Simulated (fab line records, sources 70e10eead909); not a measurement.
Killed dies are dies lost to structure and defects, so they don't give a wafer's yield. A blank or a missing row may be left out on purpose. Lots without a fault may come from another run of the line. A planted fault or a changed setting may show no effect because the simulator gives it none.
fab line records | flow nand_harc | part 1 of 2: steps 1 to 4 of 6
record lots=22 wafers=66 last_day=33
route steps=1302 shown A_BLC@1122 A_M0@1154 A_M1@1187
lots that met no fault: from a run of the same line without faults
start_h: hours from the record's first day to the start of the lot's first wafer shown | wait_h: hours since the lot's step before | " the same as in the row above | L1.1+2: a row that stands for several wafers | - no value, or no start given | * or withheld: withheld | < > ~ a bound
route shown NAME@n: a module of which the file shows steps, and the number in the route of the first | usual: mean/standard deviation of fault-free wafers | same: alike in all rows | chamber/n: place in a boat | sites: the reading at each site | _std_site: their standard deviation | _edge_site: outer sites' mean less inner sites' | radius_mm: how far each site lies from the wafer's centre | mask NAME#n: copy n | behind: the tool/chamber that last shaped the wafer | hold: why the lot was held/for how many hours/how that ended | device: the transistor (n, p or np) that didn't switch | end of line: the same wafers' tests at the end of the route | a step without rows: its recipe alone | killed: dies lost to structure and defects at the first sort, not the wafer's yield | map: a wafer's dies, x killed, . not, _ none there
set.NAME: the setting as run; set.NAME@STEP: as run at that earlier step | model.NAME: the simulator's own value behind a step, which no gauge read
steps of the route over a sample of lots; a table a step, a row a wafer
services: from which hour (start_h, from the record's first day; less than 0 if before it) a tool's chamber was out of use, for how many hours, and why
## steps
# step NHARC_A_BLC_ETCH_17
# recipe target_depth_a=3900 over_etch_frac=0.25 time_s=609.38 ion_energy_ev=200 n2_flow_sccm=150 h2_flow_sccm=150 ar_flow_sccm=0 rf_w=400 bias_w=150 chemistry=N2/H2
# usual drypump_motor_current_A=5.8/0.35 n2_flow_sccm=150.0/0.45 oes_product_au=1.001/0.008 rf_vpp_V=431.3/2.7 showerhead_plenum_p_Torr=2.07/0.096 throttle_valve_pct=14.170/0.0098
# same over_etch_frac=0.25
# columns lot.wafer tool chamber start_h wait_h drypump_motor_current_A n2_flow_sccm oes_product_au rf_hours_counter_h rf_vpp_V showerhead_plenum_p_Torr throttle_valve_pct
L074.4 rie_diel-01 2 - - 5.1 150.5 0.990 41 430.1 2.04 14.168
L074.1 " 0 " " 5.7 150.1 0.986 50 427.7 1.96 14.164
L074.3 " 1 " " 5.0 149.6 0.991 33 435.3 2.21 14.183
L076.3 rie_diel-03 2 - - 6.3 150.0 1.013 6 433.9 2.17 14.164
L076.1 " 3 " " 6.1 150.2 1.017 6 425.6 1.90 14.176
L076.2 " 0 " " 5.7 149.9 1.006 5 429.5 1.98 14.173
L075.3 rie_diel-05 2 - - 5.8 149.4 1.010 8 433.9 2.18 14.169
L075.4 " 0 " " 6.2 150.4 1.008 7 431.6 2.09 14.155
L075.6 " 2 " " 5.8 149.7 0.997 - 434.4 2.18 14.171
L077.1 rie_diel-05 2 - - 5.8 150.5 0.994 9 433.2 2.18 14.170
L077.2 " 0 " " 6.1 150.0 1.004 8 432.1 2.09 14.177
L077.5 " 1 " " 5.3 150.0 0.983 - 430.3 2.12 14.175
L079.3 rie_diel-05 0 - - 6.2 150.0 1.006 9 431.9 2.09 14.143
L079.2 " 2 " " 5.7 150.0 1.002 10 435.4 2.18 14.177
L079.5 " 1 " " 5.3 149.6 0.997 - 431.1 2.12 14.167
L078.3 rie_diel-05 3 - - 5.7 150.1 1.009 11 432.9 2.15 14.169
L078.2 " 1 " " 5.3 149.7 0.997 11 432.3 2.12 14.183
L078.6 " 2 " " 5.8 149.1 1.006 - 434.8 2.18 14.165
L080.3 rie_diel-05 2 - - 5.8 150.4 1.003 12 433.0 2.18 14.153
L080.1 " 0 " " 6.2 149.8 1.003 11 432.2 2.09 14.148
L080.6 " 2 " " 5.8 149.6 0.993 - 434.3 2.18 14.180
L081.3 rie_diel-03 0 - - 5.7 149.5 0.997 10 429.2 1.98 14.180
L081.1 " 2 " " 6.3 150.0 0.996 10 433.8 2.17 14.166
L081.5 " 0 " " 5.7 149.9 0.999 - 429.9 1.98 14.184
L083.2 rie_diel-03 3 - - 6.1 149.8 1.008 14 425.8 1.89 14.171
L083.4 " 2 " " 6.3 150.5 1.014 13 433.8 2.16 14.168
L083.5 " 3 " " 6.1 151.3 1.008 - 426.1 1.89 14.166
L084.1 rie_diel-01 2 - - 5.1 150.6 0.991 17 430.2 2.03 14.182
L084.3 " 3 " " 5.1 150.2 1.007 17 432.6 2.10 14.167
L084.4 " 0 " " 5.7 149.7 0.996 17 428.7 1.95 14.180
L085.4 rie_diel-05 2 - - 5.8 150.2 1.003 2 433.6 2.18 14.174
L085.3 " 3 " " 5.7 150.7 0.996 2 433.3 2.14 14.171
L085.2 " 0 " " 6.2 149.9 1.007 2 431.2 2.09 14.180
L088.1 rie_diel-03 1 - - 5.8 149.0 0.990 0 428.9 2.02 14.173
L088.3 " 3 " " 6.1 148.9 1.021 0 426.7 1.89 14.164
L088.5 " 2 " " 6.2 150.1 0.997 - 432.9 2.16 14.180
L086.4 rie_diel-05 2 - - 5.8 150.3 1.010 3 433.1 2.18 14.171
L086.1 " 1 " " 5.3 149.2 1.001 3 432.2 2.12 14.160
L086.5 " 2 " " 5.8 150.2 1.013 - 433.9 2.18 14.169
L089.2 rie_diel-01 3 661.24 0.2 5.1 150.4 1.012 32 432.1 2.10 14.171
L089.6 " 3 " " 5.1 150.6 1.004 - 432.6 2.10 14.183
L089.5 " 0 " " 5.7 149.8 1.006 - 427.8 1.94 14.169
L090.1 rie_diel-03 3 - - 6.1 150.1 1.013 3 426.5 1.89 14.163
L090.4 " 1 " " 5.9 150.7 1.005 3 429.9 2.02 14.164
L090.5 " 3 " " 6.1 149.9 1.013 - 428.9 1.89 14.164
L091.2 rie_diel-03 0 - - 5.6 149.6 1.005 3 427.3 1.98 14.171
L091.6 " 2 " " 6.3 150.0 0.992 - 435.2 2.16 14.153
L091.5 " 3 " " 6.1 149.9 1.009 - 426.5 1.89 14.174
L087.2 rie_diel-05 3 - - 5.7 150.2 0.994 6 433.5 2.14 14.173
L087.3 " 0 " " 6.2 149.1 0.996 5 432.4 2.08 14.164
L087.1 " 1 " " 5.3 149.4 0.998 6 432.6 2.12 14.171
L092.3 rie_diel-05 2 - - 5.8 150.1 1.008 7 433.8 2.18 14.172
L092.6 " 0 " " 6.2 149.8 1.001 - 431.3 2.08 14.174
L092.5 " 1 " " 5.3 149.2 1.000 - 433.5 2.12 14.172
L096.2 rie_diel-03 1 - - 5.8 149.8 1.002 5 428.5 2.01 14.165
L096.4 " 2 " " 6.3 150.3 0.997 5 432.8 2.16 14.168
L096.5 " 3 " " 6.1 150.0 1.008 - 426.9 1.89 14.160
L094.2 rie_diel-03 0 - - 5.7 150.0 1.001 6 428.5 1.98 14.164
L094.3 " 1 " " 5.9 149.9 0.991 5 431.1 2.01 14.169
L094.1 " 3 " " 6.1 151.0 1.020 6 427.1 1.89 14.166
L095.2 rie_diel-03 0 - - 5.7 149.9 1.007 7 428.8 1.98 14.190
L095.4 " 1 " " 5.9 150.8 0.999 7 430.5 2.01 14.161
L095.5 " 0 " " 5.7 150.0 1.006 - 428.7 1.98 14.169
L097.1 rie_diel-03 1 - - 5.8 150.9 0.998 8 429.0 2.01 14.178
L097.6 " 3 " " 6.1 149.8 1.011 - 426.3 1.89 14.184
L097.5 " 0 " " 5.7 150.4 1.014 - 429.7 1.98 14.155
# step NHARC_A_BLC_STRIP_29
# recipe cf4_flow_sccm=150 ar_flow_sccm=0 bias_w=0 chemistry=CF4
# usual drypump_motor_current_A=5.8/0.35 oes_product_au=1.002/0.0087 rf_vpp_V=59.4/0.87 showerhead_plenum_p_Torr=1.79/0.074 throttle_valve_pct=13.285/0.01
# columns lot.wafer tool chamber start_h wait_h drypump_motor_current_A oes_product_au rf_hours_counter_h rf_vpp_V showerhead_plenum_p_Torr throttle_valve_pct
L074.1 rie_diel-03 3 525.55 0.1 6.1 1.006 6 59.5 1.66 13.287
L074.3 " 1 " " 5.8 1.001 5 58.3 1.75 13.284
L074.4 " 2 " " 6.2 1.001 6 61.0 1.87 13.287
L076.1 rie_diel-05 3 533.20 0.1 5.7 1.004 8 61.4 1.85 13.310
L076.2 " 0 " " 6.2 1.008 7 58.8 1.81 13.283
L076.3 " 1 " " 5.3 0.999 8 58.4 1.83 13.281
L075.4 rie_diel-03 0 536.35 0.1 5.7 0.997 5 58.2 1.73 13.297
L075.3 " 2 " " 6.3 1.009 7 59.7 1.87 13.277
L075.6 " 3 " " 6.1 1.006 - 59.3 1.66 13.283
L077.1 rie_diel-03 0 543.15 0.1 5.6 1.015 6 59.8 1.73 13.299
L077.2 " 3 " " 6.1 1.016 7 56.8 1.66 13.266
L077.5 " 1 " " 5.8 1.021 - 59.0 1.75 13.302
L079.3 rie_diel-01 3 554.99 0.1 5.1 1.012 63 61.1 1.82 13.284
L079.2 " 0 " " 5.7 1.003 58 60.1 1.70 13.278
L079.5 " 3 " " 5.2 1.011 - 59.7 1.82 13.265
L078.3 rie_diel-05 1 568.14 0.1 5.3 0.994 11 60.5 1.83 13.273
L078.2 " 2 " " 5.8 1.000 11 59.2 1.88 13.286
L078.6 " 1 " " 5.3 0.995 - 59.6 1.83 13.268
L080.3 rie_diel-05 0 574.18 0.1 6.2 1.017 11 60.1 1.80 13.295
L080.1 " 3 " " 5.7 1.003 12 59.9 1.85 13.284
L080.6 " 1 " " 5.3 0.998 - 60.2 1.83 13.275
L081.1 rie_diel-05 1 574.52 0.1 5.3 1.017 12 60.9 1.83 13.276
L081.3 " 2 " " 5.8 0.999 12 60.9 1.88 13.282
L081.5 " 1 " " 5.3 0.994 - 59.0 1.83 13.272
L083.2 rie_diel-05 0 621.94 0.1 6.2 0.990 1 58.7 1.80 13.287
L083.4 " 1 " " 5.3 0.984 1 58.6 1.83 13.288
L083.5 " 2 " " 5.8 0.998 - 59.1 1.88 13.285
L084.3 rie_diel-03 3 629.19 0.1 6.1 0.998 14 59.5 1.65 13.272
L084.1 " 1 " " 5.8 0.992 14 59.1 1.75 13.276
L084.4 " 2 " " 6.2 1.010 14 60.3 1.87 13.315
L085.3 rie_diel-03 0 632.45 0.1 5.7 0.994 14 59.2 1.72 13.272
L085.4 " 1 " " 5.8 0.996 14 60.3 1.75 13.280
L085.2 " 2 " " 6.2 0.995 14 59.4 1.87 13.295
L088.1 rie_diel-03 3 647.30 0.1 6.1 1.016 0 59.9 1.66 13.299
L088.3 " 2 " " 6.3 0.991 0 58.9 1.87 13.273
L088.5 " 0 " " 5.6 1.005 - 58.6 1.72 13.307
L086.1 rie_diel-03 2 648.30 0.1 6.3 0.993 1 59.1 1.86 13.267
L086.4 " 3 " " 6.1 1.013 1 57.1 1.65 13.279
L086.5 " 2 " " 6.2 1.012 - 58.5 1.87 13.282
L089.2 rie_diel-05 3 662.57 0.1 5.7 1.013 5 59.9 1.85 13.289
L089.6 " 3 " " 5.7 1.003 - 60.9 1.85 13.286
L089.5 " 2 " " 5.8 1.014 - 59.4 1.88 13.294
L090.4 rie_diel-05 3 693.05 0.1 5.7 0.998 6 60.4 1.85 13.268
L090.1 " 0 " " 6.2 0.997 5 60.0 1.80 13.278
L090.5 " 1 " " 5.3 0.978 - 59.8 1.83 13.281
L091.2 rie_diel-01 2 697.90 0.1 5.1 0.994 33 59.5 1.76 13.282
L091.6 " 0 " " 5.7 0.991 - 58.4 1.69 13.275
L091.5 " 1 " " 5.1 0.986 - 58.8 1.88 13.299
L087.1 rie_diel-03 3 701.66 0.1 6.1 1.017 4 58.9 1.65 13.288
L087.2 " 0 " " 5.7 1.009 3 59.7 1.72 13.283
L087.3 " 1 " " 5.9 0.990 4 58.6 1.75 13.272
L092.3 rie_diel-03 3 708.93 0.1 6.1 1.018 4 59.1 1.65 13.262
L092.6 " 3 " " 6.1 1.013 - 60.2 1.65 13.291
L092.5 " 0 " " 5.7 1.016 - 58.6 1.72 13.281
L096.4 rie_diel-05 3 723.62 0.1 5.7 1.006 8 60.8 1.85 13.292
L096.2 " 1 " " 5.3 0.991 8 59.9 1.83 13.302
L096.5 " 0 " " 6.2 0.986 - 58.4 1.80 13.280
L094.1 rie_diel-01 3 726.44 0.1 5.1 1.005 49 60.3 1.81 13.298
L094.2 " 0 " " 5.7 0.994 59 58.9 1.69 13.303
L094.3 " 1 " " 5.1 0.999 55 61.2 1.88 13.295
L095.4 rie_diel-05 2 732.88 0.1 5.7 1.012 9 58.9 1.87 13.278
L095.2 " 3 " " 5.7 1.001 9 58.6 1.85 13.292
L095.5 " 3 " " 5.7 0.999 - 61.0 1.85 13.285
L097.1 rie_diel-03 2 746.02 0.1 6.3 0.999 8 59.4 1.86 13.272
L097.5 " 1 " " 5.8 1.008 - 60.6 1.75 13.290
L097.6 " 2 " " 6.3 1.008 - 59.5 1.86 13.276
# step NHARC_A_M0_STRIP_18
# recipe power_w=1000 n2_flow_sccm=150 h2_flow_sccm=150 ar_flow_sccm=0 bias_w=0 chemistry=N2/H2
# usual drypump_motor_current_A=5.7/0.48 n2_flow_sccm=150.0/0.46 oes_product_au=0.998/0.0069 rf_vpp_V=90.7/0.95 showerhead_plenum_p_Torr=2.04/0.07 throttle_valve_pct=14.172/0.0079
# columns lot.wafer tool chamber start_h wait_h drypump_motor_current_A n2_flow_sccm oes_product_au rf_hours_counter_h rf_vpp_V showerhead_plenum_p_Torr throttle_valve_pct
L074.3 rie_diel-09 0 528.85 0.1 5.0 150.3 1.008 0.3 90.8 2.09 14.176
L074.4 " 1 " " 6.2 149.6 0.996 0.3 90.1 2.07 14.169
L074.1 " 3 " " 5.9 150.1 0.996 0.3 91.5 2.03 14.188
L076.2 rie_diel-09 1 536.69 0.1 6.2 150.5 0.992 0.4 91.9 2.07 14.176
L076.3 " 3 " " 5.9 149.7 0.999 0.4 91.2 2.03 14.186
L076.1 " 0 " " 5.0 149.7 0.990 0.4 91.3 2.09 14.154
L075.4 rie_diel-09 2 539.73 0.1 5.2 149.7 1.004 0.4 90.6 2.04 14.168
L075.3 " 0 " " 5.0 149.6 1.007 0.5 90.8 2.09 14.173
L075.6 " 2 " " 5.2 150.0 1.012 - 92.8 2.04 14.182
L077.2 rie_diel-13 1 546.51 0.1 4.9 150.2 0.989 0.6 89.6 1.95 14.185
L077.1 " 3 " " 6.2 150.4 1.001 0.5 88.9 2.05 14.173
L077.5 " 1 " " 4.9 151.4 0.985 - 89.7 1.95 14.173
L079.3 rie_diel-09 3 558.36 0.1 5.9 150.3 1.000 1.3 90.8 2.03 14.169
L079.2 " 1 " " 6.2 149.9 0.987 2.2 90.5 2.07 14.163
L079.5 " 2 " " 5.2 149.4 1.000 - 90.8 2.04 14.178
L078.2 rie_diel-13 1 571.52 0.1 4.9 149.3 0.984 2.1 91.0 1.95 14.166
L078.3 " 3 " " 6.3 150.0 0.999 2.5 90.7 2.05 14.185
L078.6 " 1 " " 4.9 149.4 0.987 - 90.8 1.95 14.160
L080.3 rie_diel-13 0 577.45 0.1 5.8 149.8 0.990 2.4 89.9 1.97 14.168
L080.1 " 1 " " 4.9 150.5 0.996 2.4 90.1 1.95 14.170
L080.6 " 2 " " 6.2 149.5 0.996 - 89.0 1.94 14.178
L081.3 rie_diel-08 2 578.30 0.4 5.5 149.4 0.997 1.2 91.9 2.10 14.161
L081.1 " 3 " " 6.2 150.2 0.988 1.3 92.3 2.18 14.166
L081.5 " 3 " " 6.2 149.7 0.991 - 91.0 2.18 14.169
L083.4 rie_diel-13 2 625.21 0.1 6.2 149.6 1.011 5.7 89.8 1.94 14.169
L083.2 " 3 " " 6.3 150.0 0.996 4.4 90.7 2.05 14.180
L083.5 " 3 " " 6.3 150.2 1.009 - 91.0 2.05 14.160
L084.3 rie_diel-08 2 632.47 0.1 5.5 149.2 1.007 3.3 91.4 2.10 14.185
L084.4 " 3 " " 6.3 150.0 0.988 3.3 90.6 2.18 14.167
L084.1 " 1 " " 5.8 150.1 0.995 3.2 90.6 2.13 14.179
L085.2 rie_diel-08 1 635.88 0.1 5.8 150.2 1.002 3.3 91.0 2.13 14.181
L085.3 " 2 " " 5.5 150.3 1.009 3.4 92.1 2.10 14.190
L085.4 " 3 " " 6.2 149.8 0.997 3.5 91.5 2.17 14.176
L088.3 rie_diel-09 1 650.56 0.1 6.2 150.2 0.983 6.0 90.6 2.07 14.165
L088.1 " 3 " " 5.8 150.0 0.996 4.7 91.1 2.03 14.165
L088.5 " 0 " " 5.0 150.5 0.994 - 90.9 2.09 14.163
L086.4 rie_diel-13 2 652.15 0.1 6.2 149.3 0.999 6.9 88.4 1.94 14.179
L086.1 " 0 " " 5.8 149.4 0.992 6.0 90.7 1.97 14.178
L086.5 " 1 " " 4.9 149.1 0.996 - 90.6 1.94 14.176
L089.2 rie_diel-08 3 666.09 0.1 6.2 150.8 0.986 5.3 90.2 2.17 14.181
L089.5 " 0 " " 5.9 149.5 0.998 - 92.5 2.06 14.163
L089.6 " 1 " " 5.7 149.9 0.985 - 90.4 2.13 14.168
L090.1 rie_diel-09 3 696.39 0.1 5.9 150.5 1.004 0.3 90.5 2.02 14.178
L090.4 " 2 " " 5.2 150.5 1.003 0.3 91.6 2.04 14.165
L090.5 " 3 " " 5.9 149.5 1.007 - 90.5 2.02 14.172
L091.2 rie_diel-08 2 701.34 0.1 5.5 149.9 1.011 7.2 92.2 2.10 14.172
L091.5 " 0 " " 5.9 150.1 0.987 - 90.5 2.06 14.175
L091.6 " 1 " " 5.7 149.3 0.993 - 90.6 2.13 14.174
L087.2 rie_diel-13 1 705.07 0.1 4.9 150.0 1.002 0.0 91.4 1.94 14.167
L087.1 " 3 " " 6.2 150.9 0.997 0.0 91.6 2.05 14.175
L087.3 " 0 " " 5.8 149.4 0.995 0.0 89.7 1.97 14.176
L092.3 rie_diel-09 3 712.32 0.1 5.8 149.5 1.007 1.7 90.1 2.02 14.189
L092.6 " 2 " " 5.1 150.3 0.995 - 91.1 2.04 14.169
L092.5 " 3 " " 5.8 149.9 1.007 - 89.9 2.02 14.168
L096.2 rie_diel-09 3 726.99 0.1 5.8 149.9 1.010 2.1 91.3 2.02 14.162
L096.4 " 0 " " 5.0 150.4 0.999 2.1 90.3 2.09 14.180
L096.5 " 3 " " 5.9 150.3 1.001 - 92.0 2.02 14.167
L094.1 rie_diel-13 1 729.66 0.1 4.9 149.9 0.999 1.6 88.5 1.94 14.181
L094.2 " 2 " " 6.2 149.1 0.998 2.1 91.4 1.94 14.163
L094.3 " 0 " " 5.8 150.7 0.990 1.3 89.7 1.97 14.180
L095.2 rie_diel-13 2 736.19 0.1 6.2 149.7 0.999 2.3 89.4 1.94 14.170
L095.5 " 0 " " 5.8 150.0 0.992 - 90.2 1.97 14.175
L095.4 " 2 " " 6.3 150.5 1.001 - 90.8 1.94 14.181
L097.1 rie_diel-08 3 749.63 0.2 6.2 149.7 0.991 0.8 92.3 2.17 14.183
L097.5 " 0 " " 5.9 150.4 0.999 - 91.2 2.06 14.182
L097.6 " 1 " " 5.7 149.1 1.003 - 91.5 2.13 14.187
# step NHARC_A_M0_PRE_CLEAN_31
# recipe time_s=12 temp_c=370 rf_power_w=300 gas=NH3
# usual heater_power_outer_w=367/44 heater_power_w=620/60
# columns lot.wafer tool chamber start_h wait_h heater_power_outer_w heater_power_w
L074.1 pecvd-01 0 531.07 0.1 437 682
L074.3 " 1 " " 370 595
L074.4 " 1 " " 377 591
L076.2 pecvd-04 1 538.86 0.1 384 618
L076.3 " 2 " " 328 549
L076.1 " 0 " " 302 561
L075.3 pecvd-04 2 541.94 0.1 356 574
L075.4 " 1 " " 357 584
L075.6 " 0 " " 308 568
L077.2 pecvd-04 0 548.86 0.1 350 634
L077.1 " 1 " " 320 530
L077.5 " 2 " " 334 546
L079.3 pecvd-04 2 560.51 0.1 370 618
L079.2 " 1 " " 384 612
L079.5 " 0 " " 349 622
L078.2 pecvd-04 0 573.70 0.1 306 578
L078.3 " 1 " " 317 546
L078.6 " 1 " " 316 540
L080.1 pecvd-04 2 579.63 0.1 325 548
L080.3 " 1 " " 357 592
L080.6 " 1 " " 342 577
L081.1 pecvd-04 1 580.53 0.1 377 622
L081.3 " 2 " " 304 509
L081.5 " 0 " " 296 547
L083.2 pecvd-03 0 627.37 0.1 410 693
L083.4 " 0 " " 416 685
L083.5 " 1 " " 357 617
L084.3 pecvd-03 0 634.69 0.1 393 658
L084.1 " 2 " " 409 720
L084.4 " 1 " " 347 628
L085.2 pecvd-03 1 638.00 0.1 328 578
L085.3 " 2 " " 355 645
L085.4 " 1 " " 335 584
L088.1 pecvd-03 0 652.69 0.1 356 594
L088.3 " 2 " " 406 708
L088.5 " 0 " " 356 621
L086.1 pecvd-03 2 654.31 0.1 400 714
L086.4 " 1 " " 390 657
L086.5 " 0 " " 420 680
L089.2 pecvd-04 1 668.60 0.1 360 587
L089.5 " 0 " " 298 554
L089.6 " 1 " " 366 609
L090.1 pecvd-04 0 698.60 0.1 343 615
L090.5 " 1 " " 326 560
L090.4 " 2 " " 329 523
L091.2 pecvd-03 2 703.51 0.1 426 727
L091.6 " 0 " " 403 663
L091.5 " 2 " " 429 740
L087.2 pecvd-01 1 707.23 0.1 404 647
L087.3 " 2 " " 441 701
L087.1 " 0 " " 400 651
L092.3 pecvd-01 0 714.47 0.1 438 679
L092.5 " 0 " " 440 681
L092.6 " 2 " " 437 696
L096.2 pecvd-04 0 729.16 0.1 351 603
L096.4 " 0 " " 344 597
L096.5 " 2 " " 297 498
L094.2 pecvd-01 0 731.88 0.1 431 710
L094.3 " 1 " " 403 621
L094.1 " 2 " " 406 635
L095.2 pecvd-04 2 738.38 0.1 351 574
L095.4 " 1 " " 355 604
L095.5 " 2 " " 347 573
L097.1 pecvd-04 2 752.77 0.1 293 483
L097.6 " 0 " " 351 651
L097.5 " 1 " " 372 626
